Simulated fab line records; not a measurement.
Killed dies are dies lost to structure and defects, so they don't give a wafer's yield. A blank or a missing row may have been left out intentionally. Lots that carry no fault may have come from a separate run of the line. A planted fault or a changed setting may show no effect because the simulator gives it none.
One fault through the eyes of 2 desks    flow n5 finfet    what lay behind the numbers comes last; until then each desk has only its own

== THE METROLOGY DESK ==
Lot by lot, what the gauges showed, no matter which tool ran the lot: averages of those sampled wafers that carry a number. If a lot's mean is further than 4 standard deviations from the usual mean, the lot is out of limits and carries the mark OUT (the distance appears in the brackets).
Columns: A = cd nm at N5_BEOL_M10_CD_MEAS_11, usual 64.2 nm; B = M10_OVL at N5_BEOL_M10_OVL_MEAS_12, usual 0.1 nm
lot   first seen here  A     B
L950  day 12 11:02     63.8  -0.3
L953  day 12 23:05     64.2  -0.5
L955  day 13 20:47     63.9  0.5
L958  day 14 00:34     65.1  1.2
L960  day 14 20:22     64.9  -0.6
L962  day 15 07:12     64.0  -1.0
L968  day 16 15:23     64.7  0.4
L971  day 17 18:50     64.0  0.0
L970  day 18 03:19     63.9  -1.4
L972  day 18 11:53     64.5  -0.4
Result from this desk: across the 10 lots, nothing is out of limits.

== FOR THE TOOL OWNER'S DESK: rie diel-04 ==
The tool's own readings at N5_BEOL_M10_VIA_ETCH_34 (etches SiCOH lowk in C4F6/O2, target depth 184.5 nm, time 69.2 s): means of the sampled wafers that have a number, for each lot that ran on this tool. If a lot's mean is further than 4 standard deviations from the usual mean, the lot is out of limits and carries the mark OUT (the distance appears in the brackets). Readings shown: 7 out of 9 (the first out of limits, and those lying furthest out on some lot).
Columns: A = chamber pressure mTorr at N5_BEOL_M10_VIA_ETCH_34, usual 30.000 mTorr; B = oes_f_703_au at N5_BEOL_M10_VIA_ETCH_34, usual 0.76 a.u.; C = oes product au at N5_BEOL_M10_VIA_ETCH_34, usual 0.76 a.u.; D = rf fwd power W at N5_BEOL_M10_VIA_ETCH_34, usual 342.1 W; E = rf vpp V at N5_BEOL_M10_VIA_ETCH_34, usual 667 V; F = showerhead plenum p Torr at N5_BEOL_M10_VIA_ETCH_34, usual 2.87 Torr; G = throttle valve pct at N5_BEOL_M10_VIA_ETCH_34, usual 20.95 %
lot   first seen here  A       B     C     D                E    F     G
L950  day 12 14:53     29.991  0.78  0.77  342.2            663  2.92  20.94
L953  day 13 01:19     29.998  0.71  0.70  341.6            674  2.92  21.17
L955  day 13 22:50     30.019  0.70  0.69  341.1            673  2.91  21.19
L958  day 14 04:14     29.998  0.82  0.76  369.2 (+27) OUT  647  2.94  21.00
L960  day 14 23:22     29.984  0.81  0.75  369.1 (+27) OUT  640  2.86  20.67
L971  day 17 21:05     30.018  0.82  0.81  341.4            663  2.90  20.87
L970  day 18 04:38     30.009  0.82  0.81  341.1            663  2.90  20.88
Finding of this desk: L958, L960 out of limits; the first was L958 at day 14 04:14, on rf fwd power W at N5_BEOL_M10_VIA_ETCH_34. L950, L953, L955, L971, L970 stayed within limits.

== BROUGHT TOGETHER ==
On L958, L960, at day 14 04:14, an alarm was possible from the tool owner's desk.
At the metrology desk, nothing out of limits was observed.
The metrology desk has L958, L960 on record, within its limits.
On rie diel-04, each named lot ran N5_BEOL_M10_VIA_ETCH_34.

== WHAT THE SIMULATOR HAD INSERTED ==
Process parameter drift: rie diel-04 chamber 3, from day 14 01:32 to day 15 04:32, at N5_BEOL_M10_VIA_ETCH_34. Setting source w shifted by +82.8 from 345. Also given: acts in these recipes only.
Struck lots among those shown: L958, L960.
Hours from the fault's start to each desk's first reading out of limits: the tool owner's desk, 3.
